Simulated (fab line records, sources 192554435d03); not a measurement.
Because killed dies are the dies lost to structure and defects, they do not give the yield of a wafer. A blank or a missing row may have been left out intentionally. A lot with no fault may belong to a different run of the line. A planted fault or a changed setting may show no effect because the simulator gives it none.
Comparing a struck lot with a sound one | flow n5_finfet | 19 steps out of a route of 1938
Sound: the wafers L264.2, L264.5, L264.6. The struck wafers were L251.1, L251.4, L251.5. The cause comes at the end.
Each step with rows lists, per side, the tool, then ch with its chambers, then its first start. Under that, the readings that differ: sound wafers | struck wafers | difference of the means | sigmas: that difference in standard deviations of wafers without a fault.
alike: readings with means less than 2 such deviations apart, plus words and numbers identical on both sides. not compared: withheld readings, readings lacking a value on some wafer, bounds such as >300 that could conceal the same value, and numbers that have no deviation in the record and whose values overlap.
A row with sigmas, a row that says differs or no value, or rows on one side alone: a step with any of these is where the two part. When numbers do not overlap yet have no deviation, they are printed without sigmas and do not part them. A reading that every wafer of one side lacks parts them only if that side has two wafers or more.

first, 9 steps without rows for these wafers: N5_BEOL_M2_COAT_05 (resist thk 30 nm); N5_BEOL_M2_EBR_07; N5_BEOL_M2_SOFTBAKE_06 (time 60 s); N5_BEOL_M2_EXPOSE_08 (exposes mask M2); N5_BEOL_M2_PEB_09 (peb time 60 s); N5_BEOL_M2_DEVELOP_10 (develop time 30 s); N5_BEOL_M2_DESCUM_16 (chemistry O2, time 7 s); N5_BEOL_M2_ETCH_74 (etches underlayer in N2/H2, target depth 6.5 nm, time 5.2 s); N5_BEOL_M2_ETCH_63 (etches SiARC in CF4, target depth 15.6 nm, time 26 s).
N5_BEOL_M2_ETCH_64: etches SOC in N2/H2, target depth 75 nm, overetch 22.5 nm, time 121.9 s.
  sound on rie_diel-04 ch 0,1, day 11 10:50; struck on rie_diel-01 ch 0,3, day 7 23:17
  reading                                    | sound          | struck         | difference | sigmas
  throttle_valve_pct (%)                     | 17.4 17.8 17.4 | 18.3 18.2 18.1 | +0.7       | +2
  model.SiARC_of_BEOL_M2_COAT_62.thk_nm (nm) | 6.4 6.6 6.2    | 3.2 3.2 4.2    | -2.9       |
  model.BEOL_M2.cd_offset_nm (nm)            | 0 0 0.2        | 1 1 1.2        | +1         |
  alike: bias_w, drypump_motor_current_A, oes_product_au, rf_vpp_V, showerhead_plenum_p_Torr
  not compared: rf_hours_counter_h
then, 3 steps without rows for these wafers: N5_BEOL_M2_STRIP_65 (strips in N2/H2); N5_BEOL_M2_STRIP_75 (strips in N2/H2); N5_BEOL_M2_STRIP_66 (strips in CF4).
N5_BEOL_M2_HM_OPEN_17: chemistry Cl2/BCl3, target TiN, target depth 20 nm, overetch 6 nm.
  sound on rie_metal-02 ch 0,1, day 11 11:01; struck on rie_metal-03 ch 0, day 7 23:27
  reading                         | sound      | struck  | difference | sigmas
  model.BEOL_M2.cd_offset_nm (nm) | -0.2 0.2 0 | 1 1 1.2 | +1         |
  alike: bias_w, drypump_motor_current_A, he_backside_leak_sccm, mfc_ar_sccm, oes_product_au, throttle_valve_pct
  not compared: rf_hours_counter_h
then, 1 step without rows for these wafers: N5_BEOL_M2_STRIP_19 (strips in O2).
N5_BEOL_M2_CD_MEAS_18: pitch 36 nm, target cd 18 nm.
  sound: cd_sem-03 at day 11 11:22; struck: cd_sem-03 at day 7 23:38
  reading    | sound          | struck         | difference | sigmas
  cd_nm (nm) | 18.0 18.1 18.0 | 19.1 19.0 18.9 | +1.0       | +3
then, 1 step without rows for these wafers: N5_BEOL_M2_COAT_67 (time 60 s, resist thk 60 nm).
N5_BEOL_M4_RC_MEAS_101:
  sound on prober-01 ch 0, day 12 15:49; struck on prober-01 ch 0, day 9 04:02
  alike: DIBL_N, DIBL_P, IOFF_N, IOFF_P, ION_N, ION_P, SS_N, SS_P, VT_N, VT_P
-- the record jumps here: 4 days lie between the struck wafers' starts before and after (it left off in module BEOL_M4 and takes up again in module PASSIVATION, whose first step shown is number 1936 of the route) --
N5_PASSIVATION_PROBE_49:
  only the struck wafers here have rows in the record (prober-01, day 13 12:43); the sound ones have none

== WHERE THEY PART ==
Earliest at N5_BEOL_M2_ETCH_64; latest, in this record, at N5_PASSIVATION_PROBE_49.

WHY: what the simulator had put in
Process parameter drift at N5_BEOL_M2_ETCH_64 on rie_diel-01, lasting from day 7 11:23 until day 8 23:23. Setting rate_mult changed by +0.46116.
